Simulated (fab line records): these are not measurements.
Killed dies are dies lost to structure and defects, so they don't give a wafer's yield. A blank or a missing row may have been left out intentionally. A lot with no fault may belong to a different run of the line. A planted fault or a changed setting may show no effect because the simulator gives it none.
Chamber matching -- flow n5_finfet -- uv_cure-02 running N5_BEOL_M9_CURE_71: 3 sister chambers
The step cures SiCOH lowk, time 240 s. 6 wafers are shown with their chamber, then 9 later ones without.

WAFERS WITH THEIR CHAMBER
wafer,chamber,wafer_temp_C_max,lamp_power_pct (%)
L081.4,2,386.2,52.34
L081.5,2,386.1,52.41
L083.5,1,386.1,52.31
L083.6,1,386.2,52.30
L087.5,0,387.7,52.39
L087.6,0,387.7,52.29

WAFERS MISSING THEIR CHAMBER
wafer,wafer_temp_C_max,lamp_power_pct (%)
L090.2,385.9,52.23
L090.3,385.9,52.29
L090.4,385.6,52.27
L091.3,385.7,52.34
L091.5,385.9,52.38
L091.6,385.8,52.37
L096.1,387.1,52.28
L096.3,387.8,52.30
L096.5,386.9,52.30

CHAMBER TAKEN BY EACH
wafer,from the rows above,in truth
L090.2,can't be placed: 1 or 2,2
L090.3,can't be placed: 1 or 2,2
L090.4,can't be placed: 1 or 2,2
L091.3,can't be placed: 2 or 1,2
L091.5,can't be placed: 2 or 1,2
L091.6,can't be placed: 2 or 1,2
L096.1,0,0
L096.3,0,0
L096.5,can't be placed: 1 or 2 or 0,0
Placed correctly: 2 of 9. Can't be placed from these rows: 7 (the true chamber is among the candidates in 7). 0 placed wrongly.
How it was worked out, from the rows above alone: a wafer's distance from a chamber is the root of the sum, over the readings, of the square of ((its reading less the chamber's mean) divided by the reading's scatter). If the next closest chamber is less than 2 further off than the closest, the wafer can't be placed; otherwise it belongs to the closest. For every chamber, the mean is computed from those of its wafers that are shown. The scatter: the root of (the sum of the squares of (reading less its chamber's mean) over the shown wafers, divided by (wafers less chambers)).
